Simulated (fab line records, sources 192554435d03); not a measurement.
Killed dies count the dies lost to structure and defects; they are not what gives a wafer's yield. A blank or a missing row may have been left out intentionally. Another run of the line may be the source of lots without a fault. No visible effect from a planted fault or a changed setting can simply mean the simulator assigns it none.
Code-filled problem report in 8D (eight disciplines) form + flow n5Finfet + the parts of the form that need people (team, actions taken, sign-off) are left out

== 1. WHAT WENT WRONG ==
Wafers without a fault read 89.2 s, standard deviation 0.48; runLengthS at N5_BEOL_M2_VIA_ETCH_34 reads a mean of 75.5 s on 3 wafers belonging to 2 lots. That puts it -29 standard deviations away from the usual mean.
The step: etches the open film in C4F6/O2, target depth 69.4 nm, time 65.9 s.
First observed at day 10 18:31: wafer L941.6, on rieDiel-01. At this step, 18 wafers from 6 lots have a number in the record. Rule for "out" (also "out of limits"): further than 4 standard deviations from the usual mean. The other wafers with a number count as sound.

== 2. WHAT IT IS AND WHAT IT IS NOT ==
| question                    | is                     | is not                                                                         |
|-----------------------------|------------------------|--------------------------------------------------------------------------------|
| which readings at this step | runLengthS             | drypumpMotorCurrentA, oesProductAu, rfVppV, showerheadPlenumPTorr              |
| which lots                  | L941, L946             | L932, L935, L949, L952                                                         |
| which wafers of those lots  | L941.6, L946.3, L946.6 | L941.1, L941.5, L946.5                                                         |
| read on which tools         | rieDiel-01             | rieDiel-02, rieDiel-05                                                         |
| when                        | from day 10 18:31      | up to then (8 sound wafers); but 7 sound wafers of L946, L949, L952 came after |

== 3. SUSPECTS, AND WHAT RULES EACH OUT ==
Counting: any tool at a process step up to the reading remains a suspect provided it ran every lot that is out. Sound lots after the first of them don't rule it out here, since some wafers of a struck lot are sound.
- rieDiel-01 at N5_BEOL_M2_ETCHBACK_99 (etches SiO2 in CHF3, target depth 5 nm, time 10.4 s): kept. It processed each lot that is out (first: L941, day 10 18:23); up to then, its last sound lot is L935 (day 8 12:15).
- rieDiel-01 at N5_BEOL_M2_ETCH_70 (etches SOC in N2/H2, target depth 80 nm, overetch 24 nm, time 130 s): kept. It processed each lot that is out (first: L941, day 10 18:25); up to then, its last sound lot is L935 (day 8 12:17).
- rieDiel-01 at N5_BEOL_M2_VIA_ETCH_34 (etches the open film in C4F6/O2, target depth 69.4 nm, time 65.9 s): kept. It processed each lot that is out (first: L941, day 10 18:31); up to then, its last sound lot is L935 (day 8 12:24). Out on those wafers are its own readings of runLengthS.
Still standing after the count: rieDiel-01 at N5_BEOL_M2_ETCHBACK_99, rieDiel-01 at N5_BEOL_M2_ETCH_70, rieDiel-01 at N5_BEOL_M2_VIA_ETCH_34.

== 4. THE CAUSE (what the simulator had put in) ==
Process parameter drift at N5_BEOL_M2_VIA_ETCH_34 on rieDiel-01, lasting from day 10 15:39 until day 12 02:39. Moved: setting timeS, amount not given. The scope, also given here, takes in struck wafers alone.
Counting leaves 3 suspects; this tool is one of them.

== 5. THE EFFECT CHAIN, in route order ==
One row per reading whose mean, taken over the struck wafers that have a number, lies over 3 standard deviations from the usual. Scope: only readings with a usual standard deviation given in the record; hours: median across lots of the time from each lot's start at the first step in this table that gives one to its start at this step; sigmas: change in usual standard deviations.
| hours | step                   | reading    | usual  | on struck wafers | change | sigmas |
|-------|------------------------|------------|--------|------------------|--------|--------|
| 0     | N5_BEOL_M2_VIA_ETCH_34 | runLengthS | 89.2 s | 75.5             | -13.7  | -29    |
The process steps in it:
- N5_BEOL_M2_VIA_ETCH_34: etches the open film in C4F6/O2, target depth 69.4 nm, time 65.9 s.
At these later measuring or inspecting steps, every struck wafer for which the step has a row has a number for every such reading, and none has moved that far: N5_BEOL_M4_RC_MEAS_101.

== 6. WHAT WOULD HAVE CAUGHT IT SOONER ==
First out-of-limits reading in this record: day 10 18:31, which is 3 hours after fault onset at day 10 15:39.
